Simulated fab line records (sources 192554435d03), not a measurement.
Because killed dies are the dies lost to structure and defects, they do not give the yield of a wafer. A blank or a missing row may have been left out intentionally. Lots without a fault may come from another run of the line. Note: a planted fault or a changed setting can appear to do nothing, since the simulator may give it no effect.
Struck lot and sound lot, side by side | flow n5 finfet | 24 out of 1938 route steps
Sound: wafers L528.1, L528.4, L528.5. The struck wafers were L547.1, L547.2, L547.3. Last of all comes the cause.
At each step with rows: each side's tool, then ch and its chambers, then its first start. Under that, the readings that differ: sound wafers | struck wafers | difference of the means | sigmas: that difference in standard deviations of wafers without a fault.
alike: words and numbers the same on both sides, and readings whose means are apart by under 2 such deviations; not compared: readings that were withheld, readings missing a value for some wafer, numbers with overlapping values and no deviation given by the record, and bounds like >300 which may hide the same value.
The two part at a step that has a row with sigmas, a row that says differs or no value, or rows on one side only. When numbers do not overlap yet have no deviation, they are printed without sigmas and do not part them. A reading that every wafer of one side lacks parts them only if that side has two wafers or more.

first, 9 steps without rows for these wafers: N5_SDB_CMP_30 (polishes, stops on poly-Si, t overpolish 1.54 s, target thk 30 nm); N5_DUMMY_REMOVAL_HM_STRIP_01 (strips SiNx in CH3F/O2, stops on poly-Si, target depth 4 nm, time 6.8 s); N5_DUMMY_REMOVAL_STRIP_10 (strips in N2/H2, time 40 s); N5_DUMMY_REMOVAL_PRECLEAN_07 (cleans in dHF, time 30 s); N5_DUMMY_REMOVAL_DUMMY_REMOVE_02 (chemistry TMAH, target poly-Si, stops on SiO2, target depth 142 nm, time 57 s, rinse time 30 s); N5_DUMMY_REMOVAL_PRECLEAN_08 (cleans in NF3:NH3, afs cycles 2, time 20 s, sublimation time 60 s); N5_DUMMY_REMOVAL_PRECLEAN_04 (cleans in DHF, time 37 s); N5_DUMMY_REMOVAL_SRD_05 (time 30 s); N5_HKMG_FIN_IL_REGROW_00 (material SiO2, chemistry O3, target thk 0.75 nm, time 30 s).
N5_HKMG_FIN_HK_ALD_01: deposits HfO2, target thk 1.6 nm, pulse time 3 s, purge time 3 s.
  sound on ald hk-01 ch 0,2,3, day 4 05:47; struck on ald hk-01 ch 0,1,2, day 8 23:43
  alike: precursor pulse height rel
then, 11 steps without rows for these wafers: N5_HKMG_FIN_HK_ANNEAL_02 (time 30 s); N5_HKMG_FIN_ALD_74 (deposits La2O3, target thk 0.5 nm, pulse time 6 s, co reactant pulse time 1 s); N5_HKMG_FIN_ALD_75 (deposits Al2O3, target thk 1 nm, co reactant pulse time 1 s); N5_HKMG_FIN_COAT_41 (time 60 s, resist thk 300 nm); N5_HKMG_FIN_COAT_42 (time 60 s, resist thk 35 nm); N5_HKMG_FIN_COAT_43 (resist thk 90 nm); N5_HKMG_FIN_EBR_45; N5_HKMG_FIN_SOFTBAKE_44 (time 60 s); N5_HKMG_FIN_EXPOSE_46 (exposes mask NDIPOLE); N5_HKMG_FIN_PEB_47 (peb time 60 s); N5_HKMG_FIN_DEVELOP_48 (develop time 30 s).
N5_HKMG_FIN_INSPECT_61: inspects for defects (macro).
  sound: defect inspect-02 at day 4 06:47; struck: defect inspect-02 at day 9 00:35
  reading          | sound | struck         | difference | sigmas
  raw defect count | 2 1 3 | >300 >300 >300 | differs    |
then, 1 step without rows for these wafers: N5_HKMG_FIN_DESCUM_53 (chemistry O2, time 7.9 s).
-- record jumps: 8 days separate the struck wafers' starts on either side; left off in module HKMG_FIN, taken up again in module PASSIVATION, whose first shown step is the route's number 1936 --
N5_PASSIVATION_PROBE_49:
  rows exist in the record for the struck wafers here (prober-01, day 16 22:32), but not for the sound ones

## WHERE THEY PART
First at N5_HKMG_FIN_INSPECT_61; last, within this record, at N5_PASSIVATION_PROBE_49.

WHY: what had been put in by the simulator
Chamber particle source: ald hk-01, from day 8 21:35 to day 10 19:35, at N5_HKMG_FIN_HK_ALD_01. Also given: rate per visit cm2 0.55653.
